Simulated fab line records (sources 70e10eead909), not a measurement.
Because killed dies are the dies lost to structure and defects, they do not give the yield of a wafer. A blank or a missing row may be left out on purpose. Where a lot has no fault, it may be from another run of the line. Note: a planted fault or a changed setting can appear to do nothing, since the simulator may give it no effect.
Problem report in the 8D (eight disciplines) form, filled by code / flow nand-harc / the parts of the form that need people (team, actions taken, sign-off) are left out

1. THE ISSUE
At NHARC_A_STAIRCASE_ETCH_221, run-length-s averages 73.4 s over 2 wafers from 2 lots, while fault-free wafers read 61.8 s, standard deviation 0.38. That is +31 standard deviations from the usual mean.
The step: etches the open film in C4F8/O2, target depth 100 nm, time 40.5 s.
Earliest sighting: wafer L504.3 on rie-diel-04 at day 21 13:45. Wafers with a number at this step in the record: 42, from 14 lots. Rule for "out" (also "out of limits"): further than 4 standard deviations from the usual mean. All remaining wafers that have a number are taken as sound.

2. WHAT IT IS; WHAT IT IS NOT
question=which readings at this step | is=run-length-s | is not=oes-product-au, rf-vpp-V
question=which lots | is=L504, L506 | is not=L493, L494, L497, L498, L499, L500, L502, L505, L510, L512, L513, L515
question=which wafers of those lots | is=L504.3, L506.3 | is not=L504.2, L504.5, L506.1, L506.4
question=read on which tools | is=rie-diel-04 | is not=rie-diel-12, rie-diel-13
question=when | is=from day 21 13:45 | is not=up to then (23 sound wafers); but 17 sound wafers of L505, L506, L510, L512, L513, L515 came after

3. THE SUSPECTS, EACH WITH WHAT RULES IT OUT
Counting: a tool at a process step up to the reading stays a suspect if it ran every lot that is out. Sound lots after the first of them don't rule it out here, since some wafers of a struck lot are sound.
- rie-diel-04 at NHARC_A_STAIRCASE_ETCH_221 (etches the open film in C4F8/O2, target depth 100 nm, time 40.5 s): kept. It processed each lot that is out (first: L504, day 21 13:45); up to then, its last sound lot is L498 (day 18 14:04). Its own run-length-s readings are out on those wafers.
- Within rie-diel-04 at NHARC_A_STAIRCASE_ETCH_221: the wafers that are out ran in chamber 0; their sound lot-mates ran in chambers 1, 2.
Remaining after the count: rie-diel-04 at NHARC_A_STAIRCASE_ETCH_221.

4. THE CAUSE (what the simulator had put in)
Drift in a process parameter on rie-diel-04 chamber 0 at NHARC_A_STAIRCASE_ETCH_221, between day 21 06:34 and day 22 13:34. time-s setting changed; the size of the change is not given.
Counting left only this tool.

5. THE EFFECT CHAIN, in route order
Each row: a reading where the mean over the struck wafers with a number is more than 3 standard deviations away from the usual. Readings are gone through only where the record gives a usual standard deviation; hours: the median, over the lots, of the time from a lot's start at the first step in this table giving one to that lot's start at this step; sigmas: the change measured in usual standard deviations.
hours=0; step=NHARC_A_STAIRCASE_ETCH_221; reading=run-length-s; usual=61.8 s; on struck wafers=73.4; change=+11.6; sigmas=+31
Its process steps:
- NHARC_A_STAIRCASE_ETCH_221: etches the open film in C4F8/O2, target depth 100 nm, time 40.5 s.

6. HOW IT WOULD HAVE BEEN CAUGHT EARLIER
The fault began at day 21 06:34; the first out-of-limits reading in this record came at day 21 13:45, 7 hours later.
